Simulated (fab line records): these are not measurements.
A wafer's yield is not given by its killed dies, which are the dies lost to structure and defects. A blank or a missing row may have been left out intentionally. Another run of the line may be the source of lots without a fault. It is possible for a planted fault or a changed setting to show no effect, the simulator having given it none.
Which tool did it?	flow nand-harc	13 lots with 37 wafers sampled at 5 steps, on a route of 1302 steps

## WHAT THE GAUGES SHOWED, per wafer
NHARC_A_SLIT_CD_MEAS_21. Usual: cd-nm at 289.4 nm, with a standard deviation of 0.94.
lot	measured	on	cd-nm (nm)	flag
L452	day 20 06:45	cd-sem-03	289.6 290.5 289.6	
L454	day 21 06:26	cd-sem-02	290.3 290.0 290.2	
L455	day 21 12:47	cd-sem-02	287.5 287.3	
L456	day 21 16:26	cd-sem-01	290.3 289.2	
L464	day 25 08:40	cd-sem-01	289.8 290.0 290.3	
L466	day 25 20:58	cd-sem-03	289.3 289.8 289.6	
L465	day 26 01:22	cd-sem-03	288.6 289.2 289.1	
L468	day 26 15:33	cd-sem-03	290.0 289.9 290.0	
L472	day 28 04:20	cd-sem-02	290.2 290.5 290.4	
L471	day 28 07:55	cd-sem-01	290.0 289.9 289.8	
L470	day 28 08:08	cd-sem-01	289.0 288.8 288.8	
L473	day 28 19:44	cd-sem-03	289.3 289.0 289.0	
L474	day 29 17:10	cd-sem-02	289.6 289.8 290.4	

NHARC_END_SORT_01. Usual: killed-at-array 46, standard deviation 15; killed-at-other 0.8, standard deviation 1.1; killed-at-periphery 4.0, standard deviation 2.9; killed-dies 50, standard deviation 15; killed-open 3.2, standard deviation 1.8; killed-short 2.3, standard deviation 1.6.
lot	measured	on	killed-at-array	killed-at-other	killed-at-periphery	killed-dies	killed-open	killed-short	flag
L452	day 24 12:56	prober-02	59 74 63	1 0 3	1 5 3	61 79 69	4 4 2	2 1 1	
L455	day 25 17:04	prober-01	41 47	2 1	1 9	44 57	4 5	2 3	
L456	day 26 04:02	prober-02	48	1	2	51	4	4	

## WHAT TOOL EACH LOT RAN ON (gives the tool, then ch and the chambers of the sampled wafers, and finally the start)
lot	NHARC_A_WL_FILL_ALD_10	NHARC_A_WL_FILL_ETCHBACK_26	NHARC_A_WL_FILL_ALD_19
L452	ald-hk-04 ch 1,2,3, day 20 21:41	rie-si-04 ch 0,1,2, day 21 06:49	ald-metal-03 ch 0,1, day 21 07:05
L454	ald-hk-04 ch 0,2,3, day 21 19:45	rie-si-05 ch 2,3, day 22 04:19	ald-metal-01 ch 0,2,3, day 22 04:37
L455	ald-hk-04 ch 1,3, day 22 02:26	rie-si-02 ch 0,3, day 22 13:11	ald-metal-04 ch 1,2, day 22 13:28
L456	ald-hk-04 ch 1,3, day 22 10:31	rie-si-05 ch 2,3, day 22 20:02	ald-metal-03 ch 2,3, day 22 20:17
L464	ald-hk-04 ch 1,2, day 25 23:16	rie-si-05 ch 0,1,2, day 26 08:48	ald-metal-03 ch 0,1, day 26 09:02
L466	ald-hk-04 ch 1,2,3, day 26 11:58	rie-si-04 ch 2,3, day 26 20:56	ald-metal-01 ch 0,1,2, day 26 21:16
L465	ald-hk-01 ch 0,2,3, day 26 23:01	rie-si-04 ch 0,1,2, day 27 08:35	ald-metal-04 ch 0,2,3, day 27 08:51
L468	ald-hk-04 ch 0,1,3, day 27 06:39	rie-si-02 ch 0,1, day 27 16:34	ald-metal-03 ch 0,1,3, day 27 16:53
L472	ald-hk-02 ch 0,1,2, day 28 19:40	rie-si-05 ch 0,3, day 29 04:38	ald-metal-03 ch 0,1,2, day 29 04:56
L471	ald-hk-04 ch 1,2, day 28 23:13	rie-si-04 ch 1,2,3, day 29 09:13	ald-metal-03 ch 0,1,2, day 29 09:30
L470	ald-hk-01 ch 0,1,3, day 29 00:14	rie-si-05 ch 0,3, day 29 09:13	ald-metal-04 ch 0,2,3, day 29 09:31
L473	ald-hk-02 ch 1,2,3, day 29 09:10	rie-si-04 ch 2,3, day 29 19:13	ald-metal-01 ch 0,2,3, day 29 19:30
L474	ald-hk-02 ch 0,1,3, day 30 06:05	rie-si-04 ch 1,2,3, day 30 16:07	ald-metal-04 ch 1,2,3, day 30 16:26
- NHARC_A_WL_FILL_ALD_10: deposits SiO2, target thk 50 nm, pulse time 10 s, ald cycles 500.
- NHARC_A_WL_FILL_ETCHBACK_26: etches the open film in HBr, target depth 52 nm, time 13.3 s.
- NHARC_A_WL_FILL_ALD_19: deposits TiN, target thk 2 nm, pulse time 3 s, ald cycles 100.

## AS READ BY THE TOOLS THEMSELVES (means over the sampled wafers that have a number; for cases with no such wafer, the mark the record gives instead)
NHARC_A_WL_FILL_ALD_10. Usual: heater-power-w 483 W, standard deviation 53; precursor-pulse-height-rel 0.999, standard deviation 0.019.
lot	tool	heater-power-w (W)	precursor-pulse-height-rel	flag
L452	ald-hk-04	538	0.992	
L454	ald-hk-04	517	0.992	
L455	ald-hk-04	552	1.003	
L456	ald-hk-04	552	0.988	
L464	ald-hk-04	502	0.993	
L466	ald-hk-04	535	0.990	
L465	ald-hk-01	488	1.001	
L468	ald-hk-04	497	1.009	
L472	ald-hk-02	444	0.981	
L471	ald-hk-04	484	1.016	
L470	ald-hk-01	450	0.995	
L473	ald-hk-02	453	0.999	
L474	ald-hk-02	476	1.008	

NHARC_A_WL_FILL_ETCHBACK_26. Usual: bias-w 59.98 W, standard deviation 0.17; drypump-motor-current-A 5.7 A, standard deviation 0.48; oes-product-au 0.998 a.u., standard deviation 0.0073; throttle-valve-pct 23.266 %, standard deviation 0.0078.
lot	tool	bias-w (W)	drypump-motor-current-A (A)	oes-product-au (a.u.)	throttle-valve-pct (%)	flag
L452	rie-si-04	59.86	5.3	1.003	23.270	
L454	rie-si-05	59.98	5.6	0.982	23.273	
L455	rie-si-02	60.03	6.2	1.002	23.275	
L456	rie-si-05	59.97	5.8	0.992	23.258	
L464	rie-si-05	60.09	6.3	0.993	23.269	
L466	rie-si-04	60.04	5.5	0.990	23.259	
L465	rie-si-04	60.16	5.3	0.997	23.269	
L468	rie-si-02	59.85	5.8	1.006	23.269	
L472	rie-si-05	59.84	5.6	0.994	23.261	
L471	rie-si-04	59.82	5.4	0.998	23.268	
L470	rie-si-05	59.93	5.9	0.997	23.261	
L473	rie-si-04	60.03	5.1	0.999	23.269	
L474	rie-si-04	59.96	5.4	0.997	23.259	

NHARC_A_WL_FILL_ALD_19. Usual: heater-power-w 1108 W, standard deviation 110; precursor-pulse-height-rel 0.999, standard deviation 0.023.
lot	tool	heater-power-w (W)	precursor-pulse-height-rel	flag
L452	ald-metal-03	1053	1.024	
L454	ald-metal-01	1067	1.008	
L455	ald-metal-04	1113	0.986	
L456	ald-metal-03	1266	1.034	
L464	ald-metal-03	1066	0.991	
L466	ald-metal-01	1091	0.990	
L465	ald-metal-04	989	0.998	
L468	ald-metal-03	1112	0.993	
L472	ald-metal-03	1188	1.028	
L471	ald-metal-03	1167	0.984	
L470	ald-metal-04	1032	0.982	
L473	ald-metal-01	1058	1.018	
L474	ald-metal-04	1075	0.974	

## THE ANSWER, worked out from the rows above alone
Rule: a lot is off if the mean of its wafers that have a number lies more than 3 standard deviations from the usual mean. A lot without any number at a reading at which 4 lots or more have one is off too. Any other lot the step has rows for is counted as sound. Order of review: gauges by route order, followed by the tools' own readings, for which a lot's mean as printed above is used. The first step at which some lot is off is used, and at that step the reading that is off furthest; a lot without a number counts as furthest.
None of the lots is off at any reading shown; this tells nothing.

## WHAT THE SIMULATOR HAD PUT IN
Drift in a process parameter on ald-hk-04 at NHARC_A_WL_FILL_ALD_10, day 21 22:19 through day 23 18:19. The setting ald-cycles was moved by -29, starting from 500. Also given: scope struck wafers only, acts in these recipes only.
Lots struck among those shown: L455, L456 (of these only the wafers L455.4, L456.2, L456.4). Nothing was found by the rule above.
